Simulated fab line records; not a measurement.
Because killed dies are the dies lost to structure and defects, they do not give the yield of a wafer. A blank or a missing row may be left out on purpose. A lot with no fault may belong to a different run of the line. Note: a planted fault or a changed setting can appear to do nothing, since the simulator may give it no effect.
Lot-split experiment -- flow n5-finfet -- route with 1938 steps; 7 lots, 21 wafers read

## ABOUT THE SPLIT
At N5_BEOL_M0_SAQP_COAT_34 (resist thk 30 nm), the setting spin-rpm was moved away from the recipe's 1500 rpm on 5 of the 21 wafers read, by -11.3% to +11.1%. For the rest of the wafers, this setting stayed at what the recipe calls for.

## FROM THE SPLIT TO THE READING: what the file shows between them, 5 steps
- N5_BEOL_M0_SAQP_EBR_36
- N5_BEOL_M0_SAQP_SOFTBAKE_35: time 60 s
- N5_BEOL_M0_SAQP_EXPOSE_37: exposes mask M0 CUT1, target cd 30 nm
- N5_BEOL_M0_SAQP_PEB_38: peb time 60 s
- N5_BEOL_M0_SAQP_DEVELOP_39: develop time 30 s

## THE READING
CAR-EUV_of_BEOL_M0_SAQP_COAT_34.thk-nm (the simulator's own value, which no gauge read), in nm, at N5_BEOL_M0_SAQP_DESCUM_45 (chemistry O2, time 7 s). No usual value for it is given in the file. The 16 wafers here that ran the recipe average 26.1 nm, standard deviation 0.087 nm.

wafer,"tool, chamber at the split","spin-rpm as run, rpm",against the recipe,"CAR-EUV_of_BEOL_M0_SAQP_COAT_34.thk-nm, nm",against lot-mates on the recipe
L074.2,"litho-track-04, 0",1500,recipe,26,-
L074.5,"litho-track-04, 0",1667,+11.1%,24.4,-1.6
L074.6,"litho-track-04, 0",1667,+11.1%,24.4,-1.6
L079.1,"litho-track-03, 0",1500,recipe,26,-
L079.2,"litho-track-03, 0",1500,recipe,26,-
L079.6,"litho-track-03, 0",1500,recipe,26,-
L080.1,"litho-track-05, 0",1500,recipe,26,-
L080.4,"litho-track-05, 0",1500,recipe,26.2,-
L080.5,"litho-track-05, 0",1500,recipe,26.2,-
L084.1,"litho-track-04, 0",1500,recipe,26,-
L084.3,"litho-track-04, 0",1500,recipe,26,-
L084.6,"litho-track-04, 0",1456,-2.9%,26.4,+0.4
L087.4,"litho-track-04, 0",1331,-11.3%,28.2,+2.0
L087.5,"litho-track-04, 0",1500,recipe,26.2,-
L087.6,"litho-track-04, 0",1331,-11.3%,28,+1.8
L088.2,"litho-track-04, 0",1500,recipe,26,-
L088.4,"litho-track-04, 0",1500,recipe,26,-
L088.5,"litho-track-04, 0",1500,recipe,26,-
L091.1,"litho-track-05, 0",1500,recipe,26.2,-
L091.2,"litho-track-05, 0",1500,recipe,26,-
L091.4,"litho-track-05, 0",1500,recipe,26,-

FIT RESULTS
A straight line over all 21 wafers: CAR-EUV_of_BEOL_M0_SAQP_COAT_34.thk-nm changes by -0.164 nm for each +1% of spin-rpm; r = -0.99; the points scatter about the line by 0.12 nm.
The same after taking each lot's own level away (the mean of its wafers on the recipe; 21 wafers): -0.156 nm for each +1%; r = -0.99; scatter 0.087 nm.
Per that fit: largest spin-rpm move, reading shift of 1.8 nm.
From 26.00 to 26.20 nm: that is the span of the lots' own levels, equal to 2.3 times the standard deviation above.
So the lot-to-lot level changes the slope little: the two slopes agree.
Check: with one of the wafers moved furthest among these (-11.3%) left out of the fit, the line predicts +1.69 nm for it against its lot-mates. Against them it came out at +2 nm.

## FURTHER SPLITS ON THESE WAFERS
Before the reading, these wafers also passed through other splits. Each is held against what the fit with the lots' levels taken away leaves over:
other split on the same wafers,wafers away from the commonest value,r with CAR-EUV_of_BEOL_M0_SAQP_COAT_34.thk-nm (lot level and that fit taken away)
N5_MOL_CONTACT_COAG_PECVD_31 temp-c,10,-0.05
N5_MOL_CONTACT_COAG_ALD_133 ald-cycles,8,-0.01
N5_MOL_CONTACT_COAG_VIA_ETCH_117 bias-w,8,-0.08

## THE WHOLE CHAIN: every reading that the file lists as answering this split, in the file's order
step,what it does,reading,change (the file's fit),r (the file's)
N5_BEOL_M0_SAQP_COAT_34,resist thk 30 nm,"CAR-EUV_of_BEOL_M0_SAQP_COAT_34.thk-nm (the simulator's own value, which no gauge read)",-0.151 nm for each +1% of the setting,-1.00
N5_BEOL_M0_SAQP_DEVELOP_39,develop time 30 s,"CAR-EUV_of_BEOL_M0_SAQP_COAT_34.thk-nm (the simulator's own value, which no gauge read)",-0.165 nm for each +1% of the setting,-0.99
N5_BEOL_M0_SAQP_DESCUM_45,"chemistry O2, time 7 s","CAR-EUV_of_BEOL_M0_SAQP_COAT_34.thk-nm (the simulator's own value, which no gauge read)",-0.156 nm for each +1% of the setting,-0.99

## FILE'S OWN FIT
CAR-EUV_of_BEOL_M0_SAQP_COAT_34.thk-nm changes by -0.156 nm for each +1% of spin-rpm, r = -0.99.
